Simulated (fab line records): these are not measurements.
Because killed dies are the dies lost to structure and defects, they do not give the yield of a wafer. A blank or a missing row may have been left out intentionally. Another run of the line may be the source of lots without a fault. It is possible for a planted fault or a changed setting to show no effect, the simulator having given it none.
fab line records + flow n5-finfet
record:
- lots: 10
- wafers: 28
- last-day: 17
route steps=1938 shown DUMMY_GATE@214 BEOL_M4@1089 PASSIVATION@1936
lots that met no fault: taken from a fault-free run of the same line
start-h: start of the lot's first displayed wafer, in hours after the record's first day + wait-h: time in hours since the lot's previous step + " same as the row above + L1.1+2: a single row standing in for several wafers + - no value, or no start given + * or withheld: withheld + < > ~ a bound
route shown NAME@n: names a module that has steps shown in the file, with the first one's number in the route + usual: mean/standard deviation of fault-free wafers + same: alike in all rows + chamber/n: place in a boat + sites: the reading at each site + _std_site: how widely they spread, as a standard deviation + _edge_site: the outer-site mean with the inner-site mean subtracted + radius-mm: for every site, how far away it sits from the centre of the wafer + mask NAME#n: copy n + behind: the tool/chamber that last shaped the wafer + hold: why the lot was held/for how many hours/how that ended + device: the n, p or np transistor that did not switch + end of line: the tests these same wafers got at the end of their route + a step with no rows: only its recipe + killed: count of dies lost to structure and defects at first sort (not the wafer's yield) + map: a wafer's dies, x killed, . not, _ none there
set.NAME: the run value of the setting; set.NAME@STEP: its run value at that earlier step + model.NAME: the simulator's own value behind a step, which no gauge read
route steps across a sampled set of lots; one table per step, one row per wafer
services: the hour from which a tool's chamber was out of use, counted from the record's first day as start-h (under 0 if before that day), plus the number of hours and why
== steps ==
step: N5_DUMMY_GATE_ALD_02
recipe:
- material: SiO2
- target-thk-a: 20
- temp-c: 300
- ald-precursor-family: BDEAS
- ald-co-reactant: O2-plasma
- pulse-time-s: 1
- pressure-torr: 2
usual:
- heater-power-outer-w: 263/24
- heater-power-w: 464/35
- precursor-pulse-height-rel: 0.997/0.021
| lot.wafer | tool       | chamber | start-h | wait-h | heater-power-outer-w | heater-power-w | precursor-pulse-height-rel |
|-----------|------------|---------|---------|--------|----------------------|----------------|----------------------------|
| L916.1    | ald-sin-04 | 0       | 38.28   | 0.0    | 257                  | 460            | 1.015                      |
| L916.2    | "          | 1       | "       | "      | 287                  | 476            | 0.991                      |
| L916.3    | "          | 3       | "       | "      | 258                  | 462            | 0.987                      |
| L917.2    | ald-sin-02 | 2       | 43.85   | 0.0    | 271                  | 480            | 1.011                      |
| L917.5    | "          | 3       | "       | "      | 252                  | 471            | 1.003                      |
| L917.6    | "          | 2       | "       | "      | 268                  | 467            | 1.029                      |
| L921.1    | ald-sin-04 | 3       | 68.83   | 0.1    | 253                  | 471            | 0.979                      |
| L921.3    | "          | 1       | "       | "      | 282                  | 481            | 0.990                      |
| L921.4    | "          | 0       | "       | "      | 262                  | 459            | 0.991                      |
| L922.2    | ald-sin-02 | 3       | 76.01   | 1.6    | 241                  | 476            | 0.980                      |
| L922.4    | "          | 2       | "       | "      | 275                  | 472            | 1.013                      |
| L922.6    | "          | 2       | "       | "      | 273                  | 477            | 0.980                      |
| L925.1    | ald-sin-02 | 1       | 99.67   | 0.0    | 297                  | 469            | 1.032                      |
| L925.4    | "          | 0       | "       | "      | 278                  | 453            | 1.019                      |
| L925.6    | "          | 2       | "       | "      | 271                  | 483            | 0.975                      |
| L926.1    | ald-sin-02 | 1       | 100.49  | 0.0    | 303                  | 476            | 0.988                      |
| L926.4    | "          | 2       | "       | "      | 261                  | 496            | 1.003                      |
| L928.1    | ald-sin-02 | 2       | 109.21  | 0.0    | 275                  | 490            | 1.004                      |
| L928.4    | "          | 3       | "       | "      | 257                  | 477            | 1.029                      |
| L933.2    | ald-sin-04 | 1       | 140.96  | 0.2    | 283                  | 470            | 0.980                      |
| L933.3    | "          | 0       | "       | "      | 265                  | 459            | 1.013                      |
| L933.5    | "          | 0       | "       | "      | 260                  | 463            | 0.986                      |
| L937.3    | ald-sin-02 | 2       | 163.71  | 0.0    | 277                  | 490            | 0.991                      |
| L937.4    | "          | 0       | "       | "      | 278                  | 464            | 0.962                      |
| L937.5    | "          | 2       | "       | "      | 268                  | 486            | 1.001                      |
| L939.1    | ald-sin-02 | 2       | 175.86  | 0.1    | 273                  | 458            | 0.995                      |
| L939.3    | "          | 0       | "       | "      | 268                  | 472            | 0.992                      |
| L939.5    | "          | 0       | "       | "      | 264                  | 474            | 1.004                      |
step: N5_BEOL_M4_ANNEAL_82
recipe:
- temp-c: 400
- time-s: 240
- ambient: vacuum
usual:
- heater-power-w: 815/80
| lot.wafer | tool           | chamber | start-h | wait-h | heater-power-w |
|-----------|----------------|---------|---------|--------|----------------|
| L917.2    | pvd-sputter-02 | -       | 173.13  | 0.0    | 719            |
| L917.5    | "              | -       | "       | "      | 727            |
| L917.6    | "              | -       | "       | "      | 916            |
| L916.1    | pvd-sputter-01 | -       | 175.40  | 0.0    | 769            |
| L916.2    | "              | -       | "       | "      | 841            |
| L916.3    | "              | -       | "       | "      | 856            |
| L921.1    | pvd-sputter-03 | -       | 196.98  | 0.0    | 778            |
| L921.3    | "              | -       | "       | "      | 1056           |
| L921.4    | "              | -       | "       | "      | 788            |
| L922.2    | pvd-sputter-01 | -       | 198.24  | 0.0    | 820            |
| L922.4    | "              | -       | "       | "      | 810            |
| L922.6    | "              | -       | "       | "      | 835            |
| L925.1    | pvd-sputter-03 | -       | 228.78  | 0.0    | 1046           |
| L925.4    | "              | -       | "       | "      | 765            |
| L925.6    | "              | -       | "       | "      | 776            |
| L926.1    | pvd-sputter-03 | -       | 234.94  | 0.0    | 801            |
| L926.4    | "              | -       | "       | "      | 1072           |
| L928.1    | pvd-sputter-02 | -       | 235.62  | 0.0    | 916            |
| L928.4    | "              | -       | "       | "      | 729            |
| L933.2    | pvd-sputter-03 | -       | 279.60  | 0.0    | 1033           |
| L933.3    | "              | -       | "       | "      | 784            |
| L933.5    | "              | -       | "       | "      | 768            |
| L937.3    | pvd-sputter-02 | -       | 295.40  | 0.0    | 809            |
| L937.4    | "              | -       | "       | "      | 907            |
| L937.5    | "              | -       | "       | "      | 737            |
| L939.1    | pvd-sputter-02 | -       | 314.68  | 0.0    | 909            |
| L939.3    | "              | -       | "       | "      | 820            |
| L939.5    | "              | -       | "       | "      | 726            |
step: N5_BEOL_M4_SPUTTER_96
recipe:
- material: Cu
- target-thk-a: 45
- temp-c: -20
- chamber-pressure-pa: 0.07
- power-w: withheld
- time-s: 8.29
usual:
- throttle-valve-pct: 29.8/1.1
| lot.wafer | tool           | chamber | start-h | wait-h | throttle-valve-pct |
|-----------|----------------|---------|---------|--------|--------------------|
| L917.2    | pvd-sputter-02 | -       | 174.37  | 0.1    | 28.8               |
| L917.5    | "              | -       | "       | "      | 29.4               |
| L917.6    | "              | -       | "       | "      | 29.6               |
| L916.1    | pvd-sputter-01 | -       | 176.64  | 0.1    | 29.2               |
| L916.2    | "              | -       | "       | "      | 31.0               |
| L916.3    | "              | -       | "       | "      | 29.0               |
| L921.1    | pvd-sputter-03 | -       | 198.22  | 0.1    | 31.2               |
| L921.3    | "              | -       | "       | "      | 29.5               |
| L921.4    | "              | -       | "       | "      | 31.4               |
| L922.2    | pvd-sputter-01 | -       | 199.48  | 0.1    | 30.9               |
| L922.4    | "              | -       | "       | "      | 28.7               |
| L922.6    | "              | -       | "       | "      | 30.9               |
| L925.1    | pvd-sputter-03 | -       | 230.02  | 0.1    | 29.4               |
| L925.4    | "              | -       | "       | "      | 31.4               |
| L925.6    | "              | -       | "       | "      | 31.3               |
| L926.1    | pvd-sputter-03 | -       | 236.18  | 0.1    | 31.5               |
| L926.4    | "              | -       | "       | "      | 29.5               |
| L928.1    | pvd-sputter-02 | -       | 236.86  | 0.1    | 29.2               |
| L928.4    | "              | -       | "       | "      | 29.1               |
| L933.2    | pvd-sputter-03 | -       | 280.84  | 0.1    | 29.6               |
| L933.3    | "              | -       | "       | "      | 28.4               |
| L933.5    | "              | -       | "       | "      | 28.1               |
| L937.3    | pvd-sputter-02 | -       | 296.64  | 0.1    | 30.3               |
| L937.4    | "              | -       | "       | "      | 29.4               |
| L937.5    | "              | -       | "       | "      | 30.3               |
| L939.1    | pvd-sputter-02 | -       | 315.92  | 0.1    | 29.5               |
| L939.3    | "              | -       | "       | "      | 30.5               |
| L939.5    | "              | -       | "       | "      | 29.1               |
step: N5_BEOL_M4_CO_CAP_55
recipe:
- material: Co
- target-thk-a: 20
- temp-c: 200
- precursor: CCTBA/H2
- pressure-torr: 30
- time-s: 102.1
usual:
- heater-power-outer-w: 123/15
- heater-power-w: 235/26
| lot.wafer | tool      | chamber | start-h | wait-h | heater-power-outer-w | heater-power-w |
|-----------|-----------|---------|---------|--------|----------------------|----------------|
| L917.2    | cvd-co-01 | 0       | 175.24  | 0.0    | 110                  | 212            |
| L917.5    | "         | 0       | "       | "      | 109                  | 209            |
| L917.6    | "         | 1       | "       | "      | 124                  | 245            |
| L916.1    | cvd-co-02 | 2       | 177.86  | 0.0    | 115                  | 219            |
| L916.2    | "         | 0       | "       | "      | 154                  | 290            |
| L916.3    | "         | 1       | "       | "      | 111                  | 210            |
| L922.2    | cvd-co-01 | 2       | 200.35  | 0.0    | 128                  | 236            |
| L922.4    | "         | 0       | "       | "      | 109                  | 210            |
| L922.6    | "         | 2       | "       | "      | 123                  | 228            |
| L921.1    | cvd-co-01 | 0       | 200.59  | 0.0    | 111                  | 212            |
| L921.3    | "         | 2       | "       | "      | 125                  | 234            |
| L921.4    | "         | 0       | "       | "      | 107                  | 212            |
| L925.1    | cvd-co-02 | 2       | 230.91  | 0.0    | 117                  | 221            |
| L925.4    | "         | 0       | "       | "      | 155                  | 290            |
| L925.6    | "         | 2       | "       | "      | 117                  | 221            |
| L926.1    | cvd-co-02 | 1       | 237.27  | 0.0    | 112                  | 218            |
| L926.4    | "         | 2       | "       | "      | 118                  | 220            |
| L928.1    | cvd-co-02 | 0       | 237.73  | 0.0    | 157                  | 282            |
| L928.4    | "         | 2       | "       | "      | 117                  | 216            |
| L933.2    | cvd-co-02 | 0       | 281.71  | 0.0    | 158                  | 301            |
| L933.3    | "         | 2       | "       | "      | 118                  | 216            |
| L933.5    | "         | 2       | "       | "      | 115                  | 214            |
| L937.3    | cvd-co-01 | 2       | 297.73  | 0.0    | 127                  | 239            |
| L937.4    | "         | 1       | "       | "      | 122                  | 243            |
| L937.5    | "         | 0       | "       | "      | 110                  | 211            |
| L939.1    | cvd-co-02 | 0       | 316.88  | 0.0    | 154                  | 294            |
| L939.3    | "         | 2       | "       | "      | 114                  | 224            |
| L939.5    | "         | 2       | "       | "      | 118                  | 220            |
step: N5_BEOL_M4_RC_MEAS_101
usual:
- DIBL_N: 36.0/1.7
- DIBL_P: 35.8/2
- EOT_N: 10.54/0.1
- EOT_P: 10.51/0.1
- IGATE_N: 0.0120/0.0017
- IGATE_P: 0.0036/0.0005
- IOFF_N: 0.15/0.03
- IOFF_P: 0.20/0.037
- ION_N: 670/12
- ION_P: 460/7.2
- SS_N: 71.5/0.68
- SS_P: 73.2/0.65
- VT_N: 250/3.1
- VT_P: -251/3.4
| lot.wafer | tool      | chamber | start-h | wait-h | DIBL_N[mV/V] | DIBL_P[mV/V] | EOT_N | EOT_P | IGATE_N[nA/um] | IGATE_P[nA/um] | IOFF_N[nA/um] | IOFF_P[nA/um] | ION_N[uA/um] | ION_P[uA/um] | SS_N[mV/dec] | SS_P[mV/dec] | VT_N[mV] | VT_P[mV] |
|-----------|-----------|---------|---------|--------|--------------|--------------|-------|-------|----------------|----------------|---------------|---------------|--------------|--------------|--------------|--------------|----------|----------|
| L917.2    | prober-01 | 0       | 175.62  | 0.2    | 36.4         | 35.4         | 10.57 | 10.54 | 0.0110         | 0.0033         | 0.16          | 0.20          | 664          | 456          | 71.6         | 73.0         | 250      | -251     |
| L917.5    | "         | 0       | "       | "      | 34.2         | 31.6         | 10.56 | 10.51 | 0.0115         | 0.0035         | 0.11          | 0.16          | 655          | 455          | 70.5         | 72.0         | 256      | -256     |
| L917.6    | "         | 0       | "       | "      | 34.7         | 32.5         | 10.31 | 10.37 | 0.0134         | 0.0040         | 0.13          | 0.16          | 662          | 454          | 71.2         | 72.5         | 253      | -257     |
| L916.1    | prober-01 | 0       | 178.10  | 0.0    | 36.0         | 37.1         | 10.47 | 10.45 | 0.0135         | 0.0040         | 0.17          | 0.24          | 684          | 471          | 71.4         | 73.4         | 249      | -247     |
| L916.2    | "         | 0       | "       | "      | 37.1         | 37.0         | 10.48 | 10.43 | 0.0126         | 0.0037         | 0.18          | 0.23          | 682          | 464          | 71.3         | 73.3         | 248      | -248     |
| L916.3    | "         | 0       | "       | "      | 36.7         | 36.6         | 10.47 | 10.59 | 0.0118         | 0.0035         | 0.18          | 0.23          | 669          | 467          | 71.6         | 73.3         | 249      | -247     |
| L922.2    | prober-01 | 0       | 200.75  | 0.2    | 36.3         | 37.4         | 10.46 | 10.49 | 0.0118         | 0.0034         | 0.15          | 0.21          | 654          | 448          | 70.6         | 73.9         | 248      | -252     |
| L922.4    | "         | 0       | "       | "      | 34.4         | 36.1         | 10.53 | 10.47 | 0.0124         | 0.0036         | 0.13          | 0.18          | 663          | 460          | 71.2         | 73.1         | 252      | -251     |
| L922.6    | "         | 0       | "       | "      | 39.2         | 40.2         | 10.55 | 10.56 | 0.0114         | 0.0033         | 0.20          | 0.27          | 669          | 455          | 73.0         | 74.0         | 246      | -251     |
| L921.1    | prober-02 | 0       | 200.82  | 0.0    | 33.1         | 33.7         | 10.62 | 10.47 | 0.0113         | 0.0035         | 0.12          | 0.15          | 662          | 454          | 71.1         | 73.2         | 252      | -255     |
| L921.3    | "         | 0       | "       | "      | 35.5         | 36.5         | 10.68 | 10.60 | 0.0108         | 0.0033         | 0.16          | 0.18          | 666          | 449          | 71.8         | 73.2         | 248      | -254     |
| L921.4    | "         | 0       | "       | "      | 34.2         | 35.5         | 10.51 | 10.43 | 0.0139         | 0.0043         | 0.14          | 0.18          | 682          | 469          | 71.3         | 72.5         | 251      | -255     |
| L925.1    | prober-02 | 0       | 231.14  | 0.0    | 36.1         | 34.8         | 10.56 | 10.51 | 0.0115         | 0.0034         | 0.18          | 0.23          | 668          | 458          | 71.5         | 73.4         | 247      | -249     |
| L925.4    | "         | 0       | "       | "      | 37.8         | 37.6         | 11.60 | 11.56 | 0.0037         | 0.0011         | 0.20          | 0.28          | 678          | 463          | 71.5         | 74.1         | 246      | -245     |
| L925.6    | "         | 0       | "       | "      | 36.9         | 34.9         | 10.46 | 10.57 | 0.0116         | 0.0035         | 0.18          | 0.23          | 671          | 458          | 72.4         | 73.5         | 250      | -247     |
| L926.1    | prober-01 | 0       | 237.50  | 0.0    | 37.7         | 38.1         | 10.62 | 10.47 | 0.0132         | 0.0038         | 0.19          | 0.27          | 687          | 477          | 71.5         | 73.5         | 248      | -244     |
| L926.4    | "         | 0       | "       | "      | 37.2         | 36.5         | 11.57 | 11.46 | 0.0040         | 0.0012         | 0.16          | 0.22          | 664          | 453          | 71.7         | 73.7         | 248      | -247     |
| L928.1    | prober-02 | 0       | 237.96  | 0.0    | 34.8         | 35.7         | 10.47 | 10.46 | 0.0124         | 0.0037         | 0.13          | 0.19          | 672          | 462          | 71.4         | 73.5         | 251      | -250     |
| L928.4    | "         | 0       | "       | "      | 35.2         | 35.2         | 11.60 | 11.60 | 0.0039         | 0.0012         | 0.13          | 0.17          | 644          | 442          | 71.8         | 72.5         | 253      | -252     |
| L933.2    | prober-02 | 0       | 282.10  | 0.2    | 34.7         | 33.5         | 10.52 | 10.41 | 0.0119         | 0.0037         | 0.13          | 0.19          | 671          | 460          | 71.4         | 72.2         | 252      | -249     |
| L933.3    | "         | 0       | "       | "      | 36.5         | 35.0         | 10.57 | 10.47 | 0.0091         | 0.0028         | 0.15          | 0.22          | 647          | 448          | 72.0         | 72.6         | 251      | -247     |
| L933.5    | "         | 0       | "       | "      | 36.4         | 35.7         | 10.46 | 10.36 | 0.0119         | 0.0036         | 0.15          | 0.22          | 658          | 456          | 71.8         | 72.8         | 251      | -247     |
| L937.3    | prober-01 | 0       | 298.28  | 0.3    | 37.4         | 37.8         | 10.50 | 10.56 | 0.0111         | 0.0034         | 0.17          | 0.21          | 682          | 463          | 72.0         | 74.5         | 251      | -251     |
| L937.4    | "         | 0       | "       | "      | 35.4         | 36.2         | 10.52 | 10.56 | 0.0111         | 0.0034         | 0.14          | 0.18          | 659          | 457          | 71.1         | 73.8         | 254      | -253     |
| L937.5    | "         | 0       | "       | "      | 34.9         | 35.6         | 10.51 | 10.56 | 0.0106         | 0.0032         | 0.13          | 0.17          | 657          | 461          | 71.0         | 73.4         | 253      | -256     |
| L939.1    | prober-02 | 0       | 317.11  | 0.0    | 36.1         | 37.4         | 10.49 | 10.56 | 0.0103         | 0.0031         | 0.16          | 0.21          | 685          | 467          | 71.8         | 73.0         | 251      | -252     |
| L939.3    | "         | 0       | "       | "      | 32.9         | 33.9         | 10.51 | 10.42 | 0.0123         | 0.0036         | 0.12          | 0.17          | 672          | 457          | 70.4         | 72.3         | 252      | -252     |
| L939.5    | "         | 0       | "       | "      | 36.1         | 37.3         | 10.52 | 10.52 | 0.0112         | 0.0034         | 0.16          | 0.20          | 681          | 460          | 71.1         | 73.9         | 249      | -253     |
step: N5_PASSIVATION_PROBE_49
usual:
- defect-limited-yield: 91.4/1.5
- killed_at_M0_to_M3: 32/9.8
- killed_at_M4_up: 15/5.6
- killed-at-contacts: 12/5.4
- killed-at-front-end: 40/13
- killed-at-other: 3.0/2.1
- killed-dies: 102/17
- killed-open: 67/13
- killed-short: 32/7.1
- sort_bin_5_function: 5.1/0.96
- sort_bin_6_memory: 3.2/0.7
- sort-n-pass: 1078/18
- sort-yield-pct: 91.3/1.5
same:
- gross-dies: 1180
- killed-at-back-side: 0
- sort_bin_4_leakage[%]: 0
- sort_bin_8_speed[%]: 0
| lot.wafer | tool      | chamber | start-h | wait-h | defect-limited-yield[%] | killed_at_M0_to_M3 | killed_at_M4_up | killed-at-contacts | killed-at-front-end | killed-at-other | killed-dies | killed-open | killed-short | sort_bin_5_function[%] | sort_bin_6_memory[%] | sort-n-pass | sort-yield-pct[%] |
|-----------|-----------|---------|---------|--------|-------------------------|--------------------|-----------------|--------------------|---------------------|-----------------|-------------|-------------|--------------|------------------------|----------------------|-------------|-------------------|
| L928.1    | prober-01 | -       | 352.48  | 0.0    | 91.3                    | 27                 | 7               | 11                 | 55                  | 3               | 103         | 64          | 36           | 5.1                    | 3.3                  | 1077        | 91.3              |
killed by level:class
L928.1 FIN_SAQP:geometric-particle:open=16 STI_FIN_REVEAL:geometric-particle:open=11 FIN_SAQP:geometric-particle:short=8 MOL_CONTACT_COAG:geometric-particle:open=8 DUMMY_GATE:geometric-particle:open=8 BEOL_M0_SAQP:geometric-particle:short=6 BEOL_M0_SAQP:geometric-particle:open=4 BEOL_M2:geometric-particle:open=4
== services ==
| tool           | chamber | start-h | hours | kind       |
|----------------|---------|---------|-------|------------|
| cvd-co-01      | -       | 14.87   | 0.5   | repair     |
| cvd-co-02      | -       | 17.52   | 1.0   | repair     |
| cvd-co-01      | 2       | 28.05   | 3.7   | repair     |
| ald-sin-04     | 3       | 39.80   | 5.3   | repair     |
| pvd-sputter-03 | -       | 41.20   | 1.6   | repair     |
| ald-sin-04     | 2       | 55.56   | 4.5   | repair     |
| ald-sin-04     | -       | 76.34   | 1.2   | repair     |
| ald-sin-02     | 0       | 83.17   | 1.5   | repair     |
| pvd-sputter-02 | -       | 96.11   | 3.1   | repair     |
| cvd-co-02      | -       | 101.57  | 3.8   | pm         |
| cvd-co-01      | -       | 107.56  | 0.4   | repair     |
| cvd-co-02      | -       | 108.64  | 7.0   | repair     |
| ald-sin-02     | 2       | 123.87  | 4.4   | repair     |
| cvd-co-01      | -       | 161.67  | 2.8   | pm         |
| ald-sin-04     | -       | 176.97  | 14.0  | pm         |
| cvd-co-01      | -       | 184.46  | 0.6   | repair     |
| pvd-sputter-02 | -       | 200.34  | 4.0   | repair     |
| ald-sin-04     | 3       | 218.88  | 6.2   | repair     |
| ald-sin-02     | -       | 265.39  | 6.1   | pm         |
| ald-sin-02     | -       | 271.50  | 14.0  | pm         |
| ald-sin-02     | 0       | 271.50  | 14.0  | vent-cycle |
| ald-sin-02     | 1       | 271.50  | 14.0  | vent-cycle |
| ald-sin-02     | 2       | 271.50  | 14.0  | vent-cycle |
| ald-sin-02     | 3       | 271.50  | 14.0  | vent-cycle |
== key ==
first-sign:
- step: N5_BEOL_M4_RC_MEAS_101
- reading: EOT_P
- direction: up
- sigmas: 10
- usual: 10.51
- struck: 11.54
effect:
- step: N5_BEOL_M4_RC_MEAS_101
- reading: EOT_N
- direction: up
- sigmas: 10
- usual: 10.54
- struck: 11.59
effect:
- step: N5_BEOL_M4_RC_MEAS_101
- reading: IGATE_N
- direction: down
- sigmas: 4.9
- usual: 0.0120
- struck: 0.0039
effect:
- step: N5_BEOL_M4_RC_MEAS_101
- reading: IGATE_P
- direction: down
- sigmas: 4.9
- usual: 0.0036
- struck: 0.0012
met-at N5_DUMMY_GATE_ALD_02
struck-lots L925,L926,L928
struck-wafers L925.4,L926.4,L928.4
not-acting-at N5_BEOL_M4_ANNEAL_82,N5_BEOL_M4_SPUTTER_96,N5_BEOL_M4_CO_CAP_55
onset-between 76.01 99.67
fault:
- kind: process-parameter-drift
- tool: ald-sin-02
- chamber: -
- onset-h: 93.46
- steps: N5_DUMMY_GATE_ALD_02
- channel: target-thk-a
- offset: *
- shape: step
- end-h: 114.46
- scope: struck-wafers-only
- acts-in: *
- stated: *
